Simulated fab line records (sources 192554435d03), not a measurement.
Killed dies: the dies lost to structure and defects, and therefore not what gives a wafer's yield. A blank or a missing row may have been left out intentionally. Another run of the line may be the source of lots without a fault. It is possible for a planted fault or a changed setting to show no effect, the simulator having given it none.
Split-lot study || flow n5 finfet || 21 wafers read from 7 lots, route of 1938 steps

## THE SPLIT
At N5_WELL_APT_PEB_23 (peb time 90 s), the setting peb temp c was moved away from the recipe's 130 C on 9 of the 21 wafers read, by -2.7% to +2.3%. This setting was run at the recipe's value on the other wafers.

## FROM THE SPLIT TO THE READING: what the file shows between them, 2 steps
- N5_WELL_APT_DEVELOP_24: develop time 45 s
- N5_WELL_APT_HARDBAKE_29: time 120 s

## THE READING
Shown in nm: cd nm at N5_WELL_APT_CD_MEAS_25, with target cd 200 nm. Fault-free wafers of this fab line usually give 200.0 nm, standard deviation 1.8 nm.

{"wafer": "L077.1", "tool, chamber at the split": "litho track-03, 0", "peb temp c as run, C": 130, "against the recipe": "recipe", "cd nm, nm": 198.8, "against lot-mates on the recipe": "-"}
{"wafer": "L077.3", "tool, chamber at the split": "litho track-03, 0", "peb temp c as run, C": 130, "against the recipe": "recipe", "cd nm, nm": 199.2, "against lot-mates on the recipe": "-"}
{"wafer": "L077.6", "tool, chamber at the split": "litho track-03, 0", "peb temp c as run, C": 130, "against the recipe": "recipe", "cd nm, nm": 196.2, "against lot-mates on the recipe": "-"}
{"wafer": "L078.1", "tool, chamber at the split": "litho track-01, 0", "peb temp c as run, C": 130, "against the recipe": "recipe", "cd nm, nm": 199.3, "against lot-mates on the recipe": "-"}
{"wafer": "L078.3", "tool, chamber at the split": "litho track-01, 0", "peb temp c as run, C": 130, "against the recipe": "recipe", "cd nm, nm": 200.8, "against lot-mates on the recipe": "-"}
{"wafer": "L078.5", "tool, chamber at the split": "litho track-01, 0", "peb temp c as run, C": 130, "against the recipe": "recipe", "cd nm, nm": 201.3, "against lot-mates on the recipe": "-"}
{"wafer": "L079.1", "tool, chamber at the split": "litho track-04, 0", "peb temp c as run, C": 127.6, "against the recipe": "-1.8%", "cd nm, nm": 185.1, "against lot-mates on the recipe": -6.0}
{"wafer": "L079.4", "tool, chamber at the split": "litho track-04, 0", "peb temp c as run, C": 130, "against the recipe": "recipe", "cd nm, nm": 191.1, "against lot-mates on the recipe": "-"}
{"wafer": "L079.5", "tool, chamber at the split": "litho track-04, 0", "peb temp c as run, C": 127.6, "against the recipe": "-1.8%", "cd nm, nm": 186.4, "against lot-mates on the recipe": -4.7}
{"wafer": "L088.1", "tool, chamber at the split": "litho track-01, 0", "peb temp c as run, C": 130, "against the recipe": "recipe", "cd nm, nm": 197.1, "against lot-mates on the recipe": "-"}
{"wafer": "L088.2", "tool, chamber at the split": "litho track-01, 0", "peb temp c as run, C": 131.6, "against the recipe": "+1.2%", "cd nm, nm": 207.2, "against lot-mates on the recipe": "+10.2"}
{"wafer": "L088.5", "tool, chamber at the split": "litho track-01, 0", "peb temp c as run, C": 130, "against the recipe": "recipe", "cd nm, nm": 196.9, "against lot-mates on the recipe": "-"}
{"wafer": "L089.3", "tool, chamber at the split": "litho track-04, 0", "peb temp c as run, C": 133, "against the recipe": "+2.3%", "cd nm, nm": 215.4, "against lot-mates on the recipe": "+13.5"}
{"wafer": "L089.4", "tool, chamber at the split": "litho track-04, 0", "peb temp c as run, C": 130, "against the recipe": "recipe", "cd nm, nm": 201.9, "against lot-mates on the recipe": "-"}
{"wafer": "L089.5", "tool, chamber at the split": "litho track-04, 0", "peb temp c as run, C": 133, "against the recipe": "+2.3%", "cd nm, nm": 212.3, "against lot-mates on the recipe": "+10.4"}
{"wafer": "L090.1", "tool, chamber at the split": "litho track-03, 0", "peb temp c as run, C": 127.5, "against the recipe": "-1.9%", "cd nm, nm": 186.5, "against lot-mates on the recipe": -16.4}
{"wafer": "L090.5", "tool, chamber at the split": "litho track-03, 0", "peb temp c as run, C": 127.5, "against the recipe": "-1.9%", "cd nm, nm": 184.1, "against lot-mates on the recipe": -18.8}
{"wafer": "L090.6", "tool, chamber at the split": "litho track-03, 0", "peb temp c as run, C": 130, "against the recipe": "recipe", "cd nm, nm": 202.9, "against lot-mates on the recipe": "-"}
{"wafer": "L097.3", "tool, chamber at the split": "litho track-03, 0", "peb temp c as run, C": 130, "against the recipe": "recipe", "cd nm, nm": 200.7, "against lot-mates on the recipe": "-"}
{"wafer": "L097.4", "tool, chamber at the split": "litho track-03, 0", "peb temp c as run, C": 126.5, "against the recipe": "-2.7%", "cd nm, nm": 179.9, "against lot-mates on the recipe": -20.8}
{"wafer": "L097.5", "tool, chamber at the split": "litho track-03, 0", "peb temp c as run, C": 126.5, "against the recipe": "-2.7%", "cd nm, nm": 176.3, "against lot-mates on the recipe": -24.4}

THE FIT
A straight line over all 21 wafers: cd nm changes by +7.08 nm for each +1% of peb temp c; r = +0.97; the points scatter about the line by 2.7 nm.
The same after taking each lot's own level away (the mean of its wafers on the recipe; 21 wafers): +6.69 nm for each +1%; r = +0.94; scatter 3.5 nm.
On that fit, the largest move of peb temp c shifts the reading by 18 nm.
From 191.10 to 202.90 nm: that is the span of the lots' own levels, equal to 6.6 times the standard deviation above.
The two slopes agree, so the slope changes little with the lot-to-lot level.
Check: for one of the wafers moved furthest among these (-2.7%), held out of the fit, the line's prediction against its lot-mates is -17.9 nm. It came out at -20.8 nm against them.

## OTHER SPLITS ON THESE WAFERS
Before the reading, these wafers also passed through other splits. Each is held against what the fit with the lots' levels taken away leaves over:
{"other split on the same wafers": "N5_ZERO_LAYER_COAT_05 spin rpm", "wafers away from the commonest value": 9, "r with cd nm (lot level and that fit taken away)": "+0.14"}
{"other split on the same wafers": "N5_ZERO_LAYER_DEVELOP_10 develop time s", "wafers away from the commonest value": 6, "r with cd nm (lot level and that fit taken away)": -0.30}

## THE WHOLE CHAIN: every reading that the file lists as answering this split, in the file's order
{"step": "N5_WELL_APT_CD_MEAS_25", "what it does": "target cd 200 nm", "reading": "cd nm", "change (the file's fit)": "+6.82 nm for each +1% of the setting", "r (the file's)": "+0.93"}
{"step": "N5_WELL_APT_DESCUM_30", "what it does": "chemistry O2, time 7.9 s", "reading": "WELL_APT.cd nm (the simulator's own value, which no gauge read)", "change (the file's fit)": "+6.93 nm for each +1% of the setting", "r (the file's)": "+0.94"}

## THE FILE'S OWN FIT
cd nm changes by +6.82 nm for each +1% of peb temp c, r = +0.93.
